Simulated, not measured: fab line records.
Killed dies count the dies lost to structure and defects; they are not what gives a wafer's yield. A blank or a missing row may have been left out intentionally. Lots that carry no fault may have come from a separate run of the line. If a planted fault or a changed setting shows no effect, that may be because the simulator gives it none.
Which tool is to blame? | flow n5 finfet | 14 lots with 40 wafers sampled at 5 steps, on a route of 1938 steps

WHAT THE GAUGES READ, wafer by wafer
N5_BEOL_M14_RS_MEAS_54: uses a four-point probe to measure.
lot  | measured     | on            | M14_RS (ohm/sq)
L971 | day 11 11:33 | film metro-02 | 0.0304 0.0346 0.0302
L973 | day 12 06:11 | film metro-02 | 0.0348 0.0348 0.0320
L972 | day 12 12:49 | film metro-01 | 0.0319 0.0335 0.0314
L976 | day 13 15:54 | film metro-02 | 0.0318 0.0310 0.0316
L980 | day 14 01:11 | film metro-02 | 0.0345 0.0342 0.0341
L981 | day 14 21:54 | film metro-01 | 0.0338 0.0324
L983 | day 14 22:10 | film metro-01 | 0.0333 0.0338 0.0344
L982 | day 15 03:32 | film metro-02 | 0.0318 0.0346 0.0318
L985 | day 15 09:28 | film metro-02 | 0.0342 0.0338
L986 | day 15 15:58 | film metro-02 | 0.0339 0.0348 0.0340
L990 | day 16 09:32 | film metro-02 | 0.0343 0.0319 0.0318
L989 | day 16 09:43 | film metro-02 | 0.0337 0.0318 0.0313
L992 | day 16 22:27 | film metro-01 | 0.0302 0.0332 0.0325
L991 | day 17 02:44 | film metro-01 | 0.0319 0.0335 0.0346

N5_BEOL_M15_CD_MEAS_17: the cd target is 360 nm.
lot  | measured     | on        | cd nm (nm)
L971 | day 11 13:00 | cd sem-01 | 361.2 358.6 359.4
L973 | day 12 07:31 | cd sem-02 | 361.5 361.7 366.3
L972 | day 12 14:08 | cd sem-02 | 359.3 361.5 360.9
L976 | day 13 17:55 | cd sem-01 | 366.8 360.4 366.1
L980 | day 14 02:31 | cd sem-01 | 360.7 363.0 361.0
L981 | day 14 23:26 | cd sem-01 | 361.8 359.8
L983 | day 14 23:46 | cd sem-02 | 362.4 361.0 361.8
L982 | day 15 04:44 | cd sem-01 | - - -
L985 | day 15 11:11 | cd sem-02 | - -
L986 | day 15 17:38 | cd sem-02 | 360.0 360.5 356.8
L990 | day 16 11:17 | cd sem-01 | 365.5 361.3 366.1
L989 | day 16 11:19 | cd sem-02 | 357.3 358.7 358.2
L992 | day 16 23:46 | cd sem-02 | 362.2 357.2 359.6
L991 | day 17 04:20 | cd sem-03 | 360.0 361.5 360.6

WHICH TOOL RAN EACH LOT (tool, then ch and the chambers of the sampled wafers, then the start)
lot  | N5_BEOL_M15_ETCH_59                | N5_BEOL_M15_VIA_ETCH_16            | N5_BEOL_M15_STRIP_63
L971 | rie diel-02 ch 0,1,2, day 11 12:32 | rie diel-02 ch 0,1,2, day 11 12:35 | rie diel-02 ch 0,1,2, day 11 13:00 or earlier
L973 | rie diel-05 ch 1,2, day 12 07:04   | rie diel-05 ch 1,2, day 12 07:07   | rie diel-05 ch 1,2, day 12 07:31 or earlier
L972 | rie diel-05 ch 1,3, day 12 13:40   | rie diel-05 ch 1,3, day 12 13:43   | rie diel-05 ch 1,3, day 12 14:08 or earlier
L976 | rie diel-05 ch 1,2, day 13 17:27   | rie diel-05 ch 1,2, day 13 17:30   | rie diel-05 ch 1,2, day 13 17:55 or earlier
L980 | rie diel-05 ch 1,2, day 14 02:03   | rie diel-05 ch 1,2, day 14 02:06   | rie diel-05 ch 1,2, day 14 02:31 or earlier
L981 | rie diel-05 ch 0,3, day 14 22:59   | rie diel-05 ch 0,3, day 14 23:08   | rie diel-05 ch 0,3, day 14 23:26 or earlier
L983 | rie diel-02 ch 0,1,3, day 14 23:18 | rie diel-02 ch 0,1,3, day 14 23:21 | rie diel-02 ch 0,1,3, day 14 23:46 or earlier
L982 | rie diel-02 ch 1,2, day 15 04:17   | rie diel-02 ch 1,2, day 15 04:20   | rie diel-02 ch 1,2, day 15 04:44 or earlier
L985 | rie diel-05 ch 1, day 15 10:43     | rie diel-05 ch 1, day 15 10:46     | rie diel-05 ch 1, day 15 11:11 or earlier
L986 | rie diel-02 ch 1,2, day 15 17:10   | rie diel-02 ch 1,2, day 15 17:13   | rie diel-02 ch 1,2, day 15 17:38 or earlier
L990 | rie diel-03 ch 0,2,3, day 16 10:49 | rie diel-03 ch 0,2,3, day 16 10:52 | rie diel-03 ch 0,2,3, day 16 11:17 or earlier
L989 | rie diel-02 ch 1,2, day 16 10:50   | rie diel-02 ch 1,2, day 16 10:53   | rie diel-02 ch 1,2, day 16 11:19 or earlier
L992 | rie diel-02 ch 1,3, day 16 23:19   | rie diel-02 ch 1,3, day 16 23:22   | rie diel-02 ch 1,3, day 16 23:46 or earlier
L991 | rie diel-05 ch 0,1,3, day 17 03:52 | rie diel-05 ch 0,1,3, day 17 03:55 | rie diel-05 ch 0,1,3, day 17 04:20 or earlier
- N5_BEOL_M15_ETCH_59: etches BARC in N2/H2, target depth 89 nm, overetch 26.7 nm, time 67.9 s.
- N5_BEOL_M15_VIA_ETCH_16: etches SiO2 in C4F8/O2/Ar, target depth 1792.2 nm.
- N5_BEOL_M15_STRIP_63: strips in O2.

WHAT THE TOOLS THEMSELVES READ (means of the sampled wafers that have a number; where no wafer has one, the mark that the record gives instead)
N5_BEOL_M15_ETCH_59.
lot  | tool        | bias w (W) | chamber pressure mTorr (mTorr) | drypump motor current A (A) | n2 flow sccm (sccm) | oes product au (a.u.) | rf vpp V (V) | showerhead plenum p Torr (Torr) | throttle valve pct (%)
L971 | rie diel-02 | 149.8      | 30.019                         | 5.9                         | 200.0               | 0.67                  | 521.6        | 2.49                            | 17.78
L973 | rie diel-05 | 149.8      | 30.001                         | 5.8                         | 199.7               | 0.65                  | 525.3        | 2.56                            | 17.57
L972 | rie diel-05 | 149.5      | 29.989                         | 6.2                         | 200.1               | 0.65                  | 523.0        | 2.51                            | 18.06
L976 | rie diel-05 | 150.0      | 29.987                         | 5.8                         | 199.6               | 0.64                  | 524.4        | 2.55                            | 17.60
L980 | rie diel-05 | 150.2      | 30.043                         | 5.7                         | 201.2               | 0.62                  | 525.9        | 2.58                            | 17.65
L981 | rie diel-05 | 149.5      | 29.990                         | 6.1                         | 200.1               | 0.72                  | 521.7        | 2.48                            | 17.95
L983 | rie diel-02 | 150.3      | 29.993                         | 5.5                         | 199.6               | 0.65                  | 521.5        | 2.49                            | 17.94
L982 | rie diel-02 | 149.9      | 30.012                         | 5.9                         | 200.4               | 0.63                  | 522.6        | 2.46                            | 17.94
L985 | rie diel-05 | 150.5      | 30.018                         | 5.7                         | 200.8               | 0.60                  | 527.2        | 2.59                            | 17.70
L986 | rie diel-02 | 149.8      | 30.031                         | 6.2                         | 200.0               | 0.60                  | 522.3        | 2.48                            | 17.97
L990 | rie diel-03 | 150.5      | 30.006                         | 5.9                         | 200.6               | 0.69                  | 523.7        | 2.53                            | 17.76
L989 | rie diel-02 | 150.0      | 29.982                         | 6.2                         | 200.0               | 0.60                  | 522.5        | 2.48                            | 17.98
L992 | rie diel-02 | 150.2      | 30.006                         | 5.5                         | 200.7               | 0.62                  | 522.1        | 2.50                            | 18.24
L991 | rie diel-05 | 149.8      | 29.996                         | 6.0                         | 199.7               | 0.66                  | 523.7        | 2.51                            | 17.89

N5_BEOL_M15_VIA_ETCH_16.
lot  | tool        | C4F8_flow_sccm (sccm) | O2_flow_sccm (sccm) | drypump motor current A (A) | he inner torr (Torr) | oes_o_777_au (a.u.) | oes product au (a.u.) | rf vpp V (V) | showerhead plenum p Torr (Torr) | throttle valve pct (%)
L971 | rie diel-02 | 16.02                 | 12.01               | 5.8                         | 15.01                | 0.81                | 0.70                  | 2250         | 3.37                            | 30.73
L973 | rie diel-05 | 16.06                 | 12.01               | 5.8                         | 15.00                | 0.79                | 0.69                  | 2168         | 3.46                            | 30.51
L972 | rie diel-05 | 16.02                 | 12.00               | 6.2                         | 15.00                | 0.77                | 0.69                  | 2210         | 3.41                            | 31.09
L976 | rie diel-05 | 16.03                 | 11.98               | 5.8                         | 15.01                | 0.78                | 0.68                  | 2166         | 3.46                            | 30.52
L980 | rie diel-05 | 16.00                 | 12.00               | 5.8                         | 15.00                | 0.74                | 0.65                  | 2170         | 3.48                            | 30.52
L981 | rie diel-05 | 15.99                 | 12.03               | 6.1                         | 15.00                | 0.82                | 0.76                  | 2246         | 3.37                            | 30.99
L983 | rie diel-02 | 15.98                 | 12.00               | 5.5                         | 14.99                | 0.78                | 0.70                  | 2266         | 3.35                            | 30.72
L982 | rie diel-02 | -                     | -                   | -                           | -                    | -                   | -                     | -            | -                               | -
L985 | rie diel-05 | -                     | -                   | -                           | -                    | -                   | -                     | -            | -                               | -
L986 | rie diel-02 | 15.98                 | 12.01               | 6.2                         | 14.98                | 0.72                | 0.63                  | 2228         | 3.37                            | 30.89
L990 | rie diel-03 | 15.96                 | 12.00               | 5.9                         | 14.98                | 0.83                | 0.73                  | 2228         | 3.41                            | 30.66
L989 | rie diel-02 | 15.92                 | 11.98               | 6.2                         | 14.98                | 0.72                | 0.63                  | 2228         | 3.37                            | 30.90
L992 | rie diel-02 | 16.03                 | 12.01               | 5.5                         | 14.96                | 0.71                | 0.64                  | 2261         | 3.34                            | 30.81
L991 | rie diel-05 | 15.99                 | 12.02               | 6.0                         | 14.97                | 0.77                | 0.71                  | 2221         | 3.40                            | 30.85

N5_BEOL_M15_STRIP_63.
lot  | tool        | drypump motor current A (A) | oes product au (a.u.) | rf vpp V (V) | showerhead plenum p Torr (Torr) | throttle valve pct (%)
L971 | rie diel-02 | 5.8                         | 0.78                  | 3.7          | 2.07                            | 16.63
L973 | rie diel-05 | 5.8                         | 0.75                  | 3.5          | 2.13                            | 16.54
L972 | rie diel-05 | 6.1                         | 0.77                  | 3.9          | 2.09                            | 16.83
L976 | rie diel-05 | 5.8                         | 0.74                  | 3.0          | 2.12                            | 16.58
L980 | rie diel-05 | 5.7                         | 0.72                  | 4.3          | 2.14                            | 16.57
L981 | rie diel-05 | 6.1                         | 0.85                  | 4.0          | 2.04                            | 16.60
L983 | rie diel-02 | 5.5                         | 0.76                  | 3.5          | 2.05                            | 16.66
L982 | rie diel-02 | 5.9                         | 0.72                  | 3.5          | 2.04                            | 16.76
L985 | rie diel-05 | 5.6                         | 0.69                  | 4.3          | 2.15                            | 16.60
L986 | rie diel-02 | 6.2                         | 0.70                  | 3.5          | 2.08                            | 16.94
L990 | rie diel-03 | 5.9                         | 0.81                  | 3.8          | 2.10                            | 16.62
L989 | rie diel-02 | 6.2                         | 0.70                  | 4.1          | 2.07                            | 16.95
L992 | rie diel-02 | 5.5                         | 0.71                  | 3.8          | 2.05                            | 16.87
L991 | rie diel-05 | 6.0                         | 0.79                  | 3.8          | 2.07                            | 16.63

THE ANSWER, worked out from the rows above alone
Rule: what is usual is taken from the lots themselves. The widest of any qualifying gaps counts: lots, ordered by their means at a reading, are off when they make up no more than a third of the lots, leave a main group of 4 or more, and stand apart from it by 3 or more times the standard deviation of that group's means. A main group whose means are all the same, to the digits that the tables above print for the reading, isn't used. A lot without any number at a reading at which 4 lots or more have one is off too. Where the step has rows for the other lots, those lots are counted as sound. Order of review: gauges by route order, followed by the tools' own readings, for which a lot's mean as printed above is used. The first step at which some lot is off is used, and at that step the reading that is off furthest; a lot without a number counts as furthest.
Off: L982, L985, at N5_BEOL_M15_CD_MEAS_17 (cd nm). Without a number there: L982, L985. For the main group the mean is 361.2 nm and the standard deviation 1.9.
A tool fits if, at a process step before that reading, it ran every lot that is off, and no sound lot after the first of them. The gauges at N5_BEOL_M15_CD_MEAS_17 aren't tried: what is off there is off at N5_BEOL_M15_VIA_ETCH_16 too, on other tools, and a gauge's error can't cause that. Because N5_BEOL_M15_STRIP_63 lacks a start for some lots, the hours and order of its lots are taken from N5_BEOL_M15_CD_MEAS_17. No candidate that was tried fits.

WHAT THE SIMULATOR PUT IN
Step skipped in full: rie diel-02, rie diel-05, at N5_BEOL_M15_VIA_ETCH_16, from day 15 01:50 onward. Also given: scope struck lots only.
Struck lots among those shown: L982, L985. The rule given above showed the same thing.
